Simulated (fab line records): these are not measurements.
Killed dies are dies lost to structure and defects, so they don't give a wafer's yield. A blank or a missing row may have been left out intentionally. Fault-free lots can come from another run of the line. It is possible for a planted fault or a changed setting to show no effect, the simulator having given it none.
fab line records	flow n5Finfet
record lots=8	wafers=23	lastDay=17
route steps=1938 shown BEOL_M3@953 BEOL_M4@1111
lots with no fault: from the same line, run without faults
startH: start of the lot's first displayed wafer, in hours after the record's first day	waitH: hours since the lot's step before	" the same as in the row above	L1.1+2: several wafers, shown together as one row	- no value, or no start given	* or withheld: withheld	< > ~ a bound
route shown NAME@n: names a module that has steps shown in the file, with the first one's number in the route	usual: the fault-free wafers' mean and standard deviation	same: alike in all rows	chamber/n: place in a boat	sites: readings site by site	_std_site: their standard deviation	_edge_site: outer sites' mean less inner sites'	radiusMm: for every site, how far away it sits from the centre of the wafer	mask NAME#n: copy n	behind: the last tool/chamber to shape the wafer	hold: the reason the lot was held/the length of the hold in hours/how it ended	device: whichever transistor did not switch (one of n, p or np)	end of line: tests of these same wafers at the route's end	for a step that has no rows: nothing shown but its recipe	killed: dies that structure and defects cost at the first sort, which is not the same as the wafer's yield	map: a wafer's dies, x killed, . not, _ none there
set.NAME: the setting the step ran with; set.NAME@STEP: the setting that earlier step ran with	model.NAME: the simulator's own value behind a step, which no gauge read
route steps across a sampled set of lots; one table per step, one row per wafer
services: from which hour (startH, from the record's first day; less than 0 if before it) a tool's chamber was out of use, for how many hours, and why
## steps
# step N5_BEOL_M3_STRIP_66
# recipe chemistry=CF4	resist=SiARC	powerW=300	biasPowerW=75	pressureMtorr=50	cf4FlowSccm=150	rfFrequencyHz=6e+07
# usual drypumpMotorCurrentA=5.6/0.57	oesProductAu=0.77/0.082	powerW=300.1/0.93	rfVppV=271.4/1.8	showerheadPlenumPTorr=1.80/0.07	throttleValvePct=13.53/0.19
lot.wafer	tool	chamber	startH	waitH	drypumpMotorCurrentA	oesProductAu	powerW	rfHoursCounterH	rfVppV	showerheadPlenumPTorr	throttleValvePct
L171.3	rieDiel-01	3	154.47	0.0	4.9	0.68	299.7	243	271.7	1.84	13.68
L171.4	"	1	"	"	5.8	0.92	302.9	22	273.6	1.90	13.27
L171.5	"	1	"	"	5.8	0.91	302.0	-	274.1	1.90	13.28
L173.1	rieDiel-03	1	154.58	0.0	5.4	0.74	300.0	167	273.1	1.85	13.47
L173.3	"	3	"	"	5.2	0.77	300.4	116	268.5	1.68	13.44
L173.5	"	1	"	"	5.4	0.73	300.3	-	273.4	1.85	13.46
L177.1	rieDiel-03	1	185.22	0.0	5.4	0.74	299.9	175	273.0	1.85	13.46
L177.4	"	2	"	"	5.2	0.74	301.2	152	272.7	1.86	13.52
L177.6	"	0	"	"	5.3	0.70	301.2	-	272.5	1.85	13.63
L179.1	rieDiel-01	2	197.52	0.0	6.4	0.73	299.9	190	272.0	1.85	13.92
L179.2	"	0	"	"	6.0	0.68	300.0	255	272.7	1.83	13.89
L179.4	"	0	"	"	6.0	0.67	299.6	-	272.4	1.83	13.88
L186.3	rieDiel-05	1	239.25	0.0	6.0	0.92	301.0	11	271.5	1.76	13.39
L186.6	"	2	"	"	6.2	0.70	300.7	-	269.6	1.71	13.77
L191.1	rieDiel-01	0	274.94	0.0	6.0	0.93	299.6	17	272.1	1.83	13.33
L191.3	"	3	"	"	4.9	0.88	300.3	26	272.5	1.83	13.18
L191.4	"	2	"	"	6.3	0.71	299.6	210	271.5	1.84	13.94
L192.2	rieDiel-05	0	281.80	0.0	4.7	0.82	299.3	70	270.2	1.74	13.40
L192.3	"	2	"	"	6.2	0.68	300.8	206	269.5	1.71	13.79
L192.6	"	3	"	"	6.8	0.73	300.8	-	269.7	1.71	13.68
L193.1	rieDiel-01	3	285.57	0.0	4.9	0.87	299.9	30	272.8	1.83	13.21
L193.4	"	3	"	"	4.9	0.87	299.2	-	271.1	1.83	13.20
L193.5	"	0	"	"	6.0	0.92	298.9	-	271.9	1.83	13.36
# step N5_BEOL_M3_HM_OPEN_17
# recipe chemistry=Cl2/BCl3	targetDepthA=200	overetchA=60	target=TiN	maskMaterial=SOC	ionEnergyEv=150	pressureMtorr=10	icpW=1000	biasW=126	Cl2_flow_sccm=53.25	bcl3FlowSccm=21.75	Ar_flow_sccm=25
# usual drypumpMotorCurrentA=5.8/0.43	mfcArSccm=25.00/0.076	oesProductAu=0.68/0.077	throttleValvePct=22.15/0.11
lot.wafer	tool	chamber	startH	waitH	drypumpMotorCurrentA	mfcArSccm	oesProductAu	rfHoursCounterH	throttleValvePct
L171.3	rieMetal-03	0	154.54	0.1	5.1	25.05	0.78	-	22.22
L171.4	"	1	"	"	6.0	24.96	0.62	-	22.10
L171.5	"	0	"	"	5.1	25.04	0.80	-	22.20
L173.1	rieMetal-01	0	154.63	0.0	6.2	25.01	0.62	64	21.98
L173.3	"	1	"	"	5.3	24.93	0.51	-	22.28
L173.5	"	1	"	"	5.4	24.97	0.50	-	22.30
L177.1	rieMetal-03	0	185.26	0.0	5.1	24.98	0.78	7	22.21
L177.4	"	0	"	"	5.1	24.99	0.78	-	22.22
L177.6	"	0	"	"	5.1	24.99	0.78	-	22.22
L179.1	rieMetal-03	0	197.56	0.0	5.1	24.99	0.76	8	22.23
L179.2	"	1	"	"	6.0	24.97	0.61	59	22.11
L179.4	"	1	"	"	6.0	24.93	0.61	-	22.11
L186.3	rieMetal-03	1	239.33	0.1	5.9	25.12	0.61	-	22.11
L186.6	"	1	"	"	5.9	25.07	0.61	-	22.11
L191.1	rieMetal-03	1	274.98	0.0	6.0	25.07	0.60	67	22.11
L191.3	"	1	"	"	6.0	25.05	0.59	-	22.11
L191.4	"	0	"	"	5.1	24.98	0.74	-	22.23
L192.2	rieMetal-03	0	281.84	0.0	5.1	24.93	0.72	18	22.25
L192.3	"	1	"	"	6.0	25.00	0.59	-	22.14
L192.6	"	0	"	"	5.1	24.88	0.73	-	22.27
L193.1	rieMetal-01	0	285.62	0.0	6.2	25.02	0.61	72	21.99
L193.4	"	0	"	"	6.2	24.82	0.61	-	22.01
L193.5	"	1	"	"	5.3	24.79	0.80	-	22.04
# step N5_BEOL_M3_ETCH_77
# recipe chemistry=N2/H2	target=underlayer	targetDepthA=65	maskMaterial=CAR-EUV	timeS=5.2	ionEnergyEv=200	pressureMtorr=30	sourceW=840	biasW=150	n2FlowSccm=200	h2FlowSccm=200	ends=cleared
# usual drypumpMotorCurrentA=5.6/0.65	etchRfOnTimeS=5.15/0.091	n2FlowSccm=200.0/0.64	oesProductAu=0.67/0.074	rfVppV=523/3.3	showerheadPlenumPTorr=2.52/0.11	throttleValvePct=17.78/0.19
lot.wafer	tool	chamber	startH	waitH	drypumpMotorCurrentA	etchRfOnTimeS	n2FlowSccm	oesProductAu	rfHoursCounterH	rfVppV	showerheadPlenumPTorr	throttleValvePct
L171.3	rieDiel-05	1	155.43	0.0	6.0	5.25	200.3	0.58	243	522	2.51	18.35
L171.4	"	3	"	"	6.8	5.12	200.6	0.66	137	521	2.45	17.84
L171.5	"	2	"	"	6.2	5.36	199.4	0.61	-	521	2.43	17.93
L173.1	rieDiel-03	3	155.45	0.0	5.2	5.27	199.1	0.66	117	519	2.36	17.65
L173.3	"	1	"	"	5.4	5.22	199.8	0.63	168	526	2.64	17.71
L173.5	"	2	"	"	5.2	5.26	199.9	0.64	-	528	2.65	17.68
L177.1	rieDiel-05	2	186.04	0.0	6.2	5.35	198.7	0.61	175	520	2.43	17.91
L177.4	"	2	"	"	6.2	5.34	199.4	0.60	-	520	2.43	17.91
L177.6	"	3	"	"	6.8	5.13	200.1	0.66	-	520	2.45	17.88
L179.1	rieDiel-05	0	198.35	0.0	4.7	5.09	200.4	0.74	45	523	2.48	17.60
L179.2	"	3	"	"	6.8	5.09	198.9	0.66	151	522	2.45	17.88
L179.4	"	0	"	"	4.7	5.07	199.4	0.75	-	520	2.48	17.56
L186.3	rieDiel-05	3	240.36	0.0	6.8	5.96	200.2	0.60	165	520	2.44	17.87
L186.6	"	0	"	"	4.7	5.11	198.2	0.73	-	523	2.47	17.60
L191.1	rieDiel-03	2	275.64	0.0	5.1	5.18	201.7	0.63	177	527	2.63	17.77
L191.3	"	1	"	"	5.5	5.09	200.7	0.62	205	529	2.62	17.76
L191.4	"	3	"	"	5.2	5.20	199.2	0.64	-	518	2.34	17.74
L192.2	rieDiel-03	1	282.56	0.0	5.4	5.13	198.9	0.61	208	527	2.62	17.77
L192.3	"	0	"	"	5.4	4.95	200.6	0.86	0	525	2.60	17.50
L192.6	"	2	"	"	5.1	5.24	200.2	0.62	-	527	2.63	17.75
L193.1	rieDiel-03	1	286.40	0.0	5.5	5.22	200.4	0.60	210	526	2.62	17.75
L193.4	"	2	"	"	5.2	5.26	199.5	0.61	182	527	2.63	17.75
L193.5	"	2	"	"	5.2	5.26	199.3	0.61	-	527	2.63	17.73
# step N5_BEOL_M3_ETCH_69
# recipe chemistry=CF4	target=SiARC	targetDepthA=156	maskMaterial=CAR-EUV	timeS=26	ionEnergyEv=80	pressureMtorr=40	sourceW=545	biasW=36	Ar_flow_sccm=100	cf4FlowSccm=100	ends=cleared
# usual drypumpMotorCurrentA=5.6/0.66	etchRfOnTimeS=25.8/0.42	mfcArSccm=100.0/0.3	oesProductAu=0.68/0.074	rfVppV=183.9/1.3	showerheadPlenumPTorr=2.12/0.085	throttleValvePct=15.54/0.16
lot.wafer	tool	chamber	startH	waitH	drypumpMotorCurrentA	etchRfOnTimeS	mfcArSccm	oesProductAu	rfHoursCounterH	rfVppV	showerheadPlenumPTorr	throttleValvePct
L171.3	rieDiel-05	1	155.45	0.0	6.0	26.4	99.9	0.58	243	184.7	2.11	15.90
L171.4	"	3	"	"	6.8	25.6	100.6	0.67	137	183.2	2.07	15.63
L171.5	"	2	"	"	6.2	26.5	99.9	0.61	-	183.6	2.05	15.72
L173.1	rieDiel-03	3	155.46	0.0	5.2	25.7	100.3	0.67	117	182.5	1.99	15.46
L173.3	"	1	"	"	5.4	25.6	99.6	0.64	168	184.7	2.22	15.48
L173.5	"	2	"	"	5.2	25.8	100.0	0.65	-	185.1	2.22	15.50
L177.1	rieDiel-05	2	186.05	0.0	6.2	26.5	100.1	0.61	175	182.6	2.05	15.73
L177.4	"	2	"	"	6.2	26.7	99.8	0.60	-	182.6	2.05	15.74
L177.6	"	3	"	"	6.8	25.9	100.1	0.66	-	183.4	2.06	15.66
L179.1	rieDiel-05	0	198.36	0.0	4.7	25.5	99.9	0.74	45	182.9	2.09	15.39
L179.2	"	3	"	"	6.8	25.8	99.9	0.66	151	182.1	2.06	15.66
L179.4	"	0	"	"	4.7	25.3	99.9	0.75	-	182.6	2.09	15.39
L186.3	rieDiel-05	3	240.38	0.0	6.8	26.2	99.3	0.64	165	183.9	2.06	15.69
L186.6	"	0	"	"	4.7	25.8	99.6	0.73	-	183.9	2.09	15.42
L191.1	rieDiel-03	2	275.65	0.0	5.1	26.2	100.2	0.62	177	184.1	2.21	15.56
L191.3	"	1	"	"	5.4	25.9	99.5	0.62	205	186.0	2.20	15.56
L191.4	"	3	"	"	5.2	26.0	100.4	0.64	-	183.8	1.98	15.53
L192.2	rieDiel-03	1	282.57	0.0	5.4	26.0	99.8	0.60	208	184.0	2.20	15.55
L192.3	"	0	"	"	5.4	25.2	100.0	0.87	0	185.6	2.19	15.16
L192.6	"	2	"	"	5.2	26.2	100.0	0.62	-	184.8	2.21	15.57
L193.1	rieDiel-03	1	286.41	0.0	5.4	26.2	100.3	0.61	210	184.8	2.20	15.55
L193.4	"	2	"	"	5.2	26.0	100.6	0.62	182	184.7	2.21	15.59
L193.5	"	2	"	"	5.1	26.4	100.2	0.62	-	185.3	2.21	15.59
# step N5_BEOL_M4_RC_MEAS_101
# usual DIBL_N=36.3/1	DIBL_P=36.2/1.4	IOFF_N=0.157/0.021	IOFF_P=0.206/0.025	ION_N=673/9	ION_P=461/6.4	SS_N=71.5/0.5	SS_P=73.2/0.47	VT_N=249.9/2.4	VT_P=-250.6/2.9
lot.wafer	tool	chamber	startH	waitH	DIBL_N[mV/V]	DIBL_P[mV/V]	IOFF_N[nA/um]	IOFF_P[nA/um]	ION_N[uA/um]	ION_P[uA/um]	SS_N[mV/dec]	SS_P[mV/dec]	VT_N[mV]	VT_P[mV]
L173.1	prober-02	0	173.09	0.0	36.7	35.9	0.175	0.204	683	460	71.6	73.8	249.0	-251.3
L173.3	"	0	"	"	34.9	34.3	0.153	0.182	679	466	71.4	73.2	250.8	-252.4
L173.5	"	0	"	"	36.6	36.5	0.190	0.208	689	462	71.7	74.1	248.7	-253.0
L171.3	prober-01	0	173.55	0.3	35.3	34.4	0.136	0.177	671	462	70.8	73.1	250.8	-251.1
L171.4	"	0	"	"	37.3	37.2	0.170	0.217	682	467	71.2	74.0	248.2	-250.9
L171.5	"	0	"	"	34.9	34.2	0.129	0.175	668	461	70.1	73.2	250.4	-252.8
L177.1	prober-01	0	205.76	0.0	37.1	38.0	0.200	0.260	676	464	72.4	74.0	247.1	-247.2
L177.4	"	0	"	"	36.2	37.4	0.189	0.241	673	463	71.8	73.5	246.8	-248.0
L177.6	"	0	"	"	36.3	37.1	0.183	0.251	676	465	71.9	74.3	249.2	-246.9
L179.1	prober-02	0	211.26	0.0	35.4	35.4	0.140	0.180	663	451	70.8	73.5	252.7	-250.7
L179.2	"	0	"	"	36.5	36.8	0.175	0.203	685	465	72.0	73.5	246.5	-250.9
L179.4	"	0	"	"	36.2	35.5	0.159	0.186	661	450	71.9	73.4	250.9	-254.0
L186.3	prober-01	0	255.94	0.3	38.0	37.5	0.169	0.228	666	463	71.4	73.5	249.7	-248.1
L186.6	"	0	"	"	36.4	35.4	0.138	0.196	658	456	71.1	73.1	250.6	-253.0
L191.1	prober-01	0	289.16	0.0	35.8	34.6	0.141	0.206	679	470	71.0	73.2	250.3	-247.9
L191.3	"	0	"	"	36.5	34.8	0.147	0.210	665	463	71.5	72.5	248.9	-246.2
L191.4	"	0	"	"	35.6	34.3	0.142	0.208	681	472	71.0	72.6	250.8	-247.9
L192.2	prober-02	0	301.82	0.2	37.8	38.4	0.180	0.230	674	462	71.7	74.2	248.4	-251.4
L192.3	"	0	"	"	35.6	35.6	0.145	0.187	664	457	72.1	72.9	251.5	-251.2
L192.6	"	0	"	"	33.4	32.3	0.106	0.148	663	455	70.7	72.3	255.4	-255.0
L193.1	prober-02	0	306.57	0.0	36.6	39.0	0.183	0.210	688	469	71.7	73.4	246.7	-247.7
L193.4	"	0	"	"	37.6	40.5	0.208	0.230	697	462	71.7	73.7	247.3	-248.8
L193.5	"	0	"	"	36.7	38.5	0.187	0.207	686	462	72.0	73.4	246.2	-249.5
## services
tool	chamber	startH	hours	kind
rieDiel-01	3	132.83	3.4	repair
rieDiel-03	-	137.82	2.8	pm
rieDiel-01	0	171.33	5.5	repair
rieMetal-01	-	175.05	14.6	pm
rieDiel-01	3	177.07	-	clean
rieDiel-01	3	177.07	-	consumableReplace:focusRing
rieDiel-01	3	177.07	20.5	scheduledDown
rieDiel-01	3	177.07	20.5	ventCycle
rieDiel-05	1	180.70	-	clean
rieDiel-05	1	180.70	-	consumableReplace:focusRing
rieDiel-05	1	180.70	22.6	scheduledDown
rieDiel-05	1	180.70	22.6	ventCycle
rieDiel-01	0	197.61	-	clean
rieDiel-01	0	197.61	-	consumableReplace:focusRing
rieDiel-01	-	202.49	2.8	pm
rieDiel-01	2	247.19	13.3	repair
rieMetal-01	-	248.80	28.1	pm
rieDiel-03	2	251.67	11.3	repair
rieDiel-03	0	263.00	-	clean
rieDiel-03	0	263.00	-	consumableReplace:focusRing
rieDiel-03	0	263.00	18.7	scheduledDown
rieDiel-03	0	263.00	18.7	ventCycle
rieDiel-01	2	276.08	10.4	repair
rieMetal-01	-	279.59	0.7	repair
## key
firstSign step=N5_BEOL_M3_ETCH_77	reading=etchRfOnTimeS	direction=up	sigmas=8.9	usual=*	struck=*
effect none on later readings
metAt N5_BEOL_M3_ETCH_77
struckLots L186
struckWafers L186.3
notActingAt N5_BEOL_M3_STRIP_66,N5_BEOL_M3_HM_OPEN_17,N5_BEOL_M3_ETCH_69
onsetBetween 198.35 240.36
fault kind=processParameterDrift	tool=rieDiel-05	chamber=-	onsetH=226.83	steps=N5_BEOL_M3_ETCH_77	channel=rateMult	offset=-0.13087	shape=step	endH=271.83	scope=struckWafersOnly
